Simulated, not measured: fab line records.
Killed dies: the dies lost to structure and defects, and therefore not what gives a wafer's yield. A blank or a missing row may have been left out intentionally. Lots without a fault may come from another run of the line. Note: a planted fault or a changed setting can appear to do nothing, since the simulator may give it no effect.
One fault seen from 3 desks | flow nandHarc | every desk sees just its own numbers, and what lay behind them comes last

== FROM THE METROLOGY DESK ==
Lot by lot, what the gauges showed, no matter which tool ran the lot: averages of those sampled wafers that carry a number. A lot is out of limits, marked OUT, if its mean lies more than 4 standard deviations from the usual mean; the brackets give that distance.
Columns: A = thkNm at NHARC_A_SOURCE_PLATE_THK_MEAS_09, usual 9.8 nm; B = thkNm at NHARC_A_ONON_D1_THK_MEAS_11, usual 1003 nm
lot  | first seen here | A    | B
L662 | day 7 07:40     | 9.4  | 991
L663 | day 7 07:40     | 10.4 | 1018
L664 | day 8 00:29     | 10.8 | 1004
L666 | day 8 07:46     | 10.8 | 1015
L667 | day 8 19:37     | 10.2 | 1002
L668 | day 8 23:20     | 8.7  | 994
L669 | day 8 23:20     | 10.0 | 987
L675 | day 10 01:44    | 10.6 | 807 (-20) OUT
L672 | day 10 10:00    | 10.7 | 901 (-11) OUT
L676 | day 10 21:06    | 9.0  | 811 (-20) OUT
L680 | day 11 12:14    | 9.1  | 1001
L683 | day 12 03:02    | 8.8  | 1005
L684 | day 12 22:16    | 10.9 | 1006
This desk finds L672, L675, L676 out of limits, L675 being first, at day 10 19:24 (thkNm at NHARC_A_ONON_D1_THK_MEAS_11). In limits: L662, L663, L664, L666, L667, L668, L669, L680, L683, L684.

== TOOL OWNER'S DESK, pecvdOnon-02 ==
The tool's own readings at NHARC_A_ONON_D1_DEP_09 (target thk 1000 nm): means of the sampled wafers that have a number, for each lot that ran on this tool. A lot is out of limits, marked OUT, if its mean lies more than 4 standard deviations from the usual mean; the brackets give that distance.
Columns: A = n2oFlowSccm at NHARC_A_ONON_D1_DEP_09, usual 1998 sccm
lot  | first seen here | A
L664 | day 8 15:33     | 1995
L669 | day 9 15:23     | 1995
L675 | day 10 18:56    | 2011
L672 | day 11 02:40    | 2005
L676 | day 11 13:25    | 1996
Result from this desk: across the 5 lots, nothing is out of limits.

== THE DEFECT DESK ==
Counts from the inspections along the route, per lot, as means over the sampled wafers that have a number. A lot is out of limits, marked OUT, if its mean lies more than 4 standard deviations from the usual mean; the brackets give that distance.
Columns: A = rawDefectCount at NHARC_A_ONON_D1_INSPECT_32, usual 67
lot  | first seen here | A
L663 | day 8 11:46     | 75
L662 | day 8 11:56     | 71
L664 | day 9 02:34     | 60
L666 | day 9 09:51     | 60
L667 | day 9 21:38     | 46
L669 | day 10 02:23    | 55
L668 | day 10 02:25    | 86
L675 | day 11 08:27    | 88
L672 | day 11 13:37    | 45
L676 | day 12 00:45    | 71
L680 | day 12 14:50    | 74
L683 | day 13 07:47    | 78
L684 | day 14 02:01    | 86
Result from this desk: across the 13 lots, nothing is out of limits.

== BROUGHT TOGETHER ==
L672, L675, L676 would have let the metrology desk raise an alarm at day 10 19:24.
Nothing out of limits was seen by the tool owner's desk.
Nothing out of limits was seen by the defect desk.
Tool owner's desk: L672, L675, L676 on record, inside its limits.
The defect desk has L672, L675, L676 on record, within its limits.
NHARC_A_ONON_D1_DEP_09 was run on pecvdOnon-02 by each of the lots named.

== WHAT THE SIMULATOR HAD PUT IN ==
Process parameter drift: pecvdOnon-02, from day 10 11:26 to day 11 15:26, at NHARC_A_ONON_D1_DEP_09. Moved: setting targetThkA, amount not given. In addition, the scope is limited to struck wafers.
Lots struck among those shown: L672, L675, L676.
Delay in hours, fault start to first out-of-limits reading, per desk: metrology desk 8.
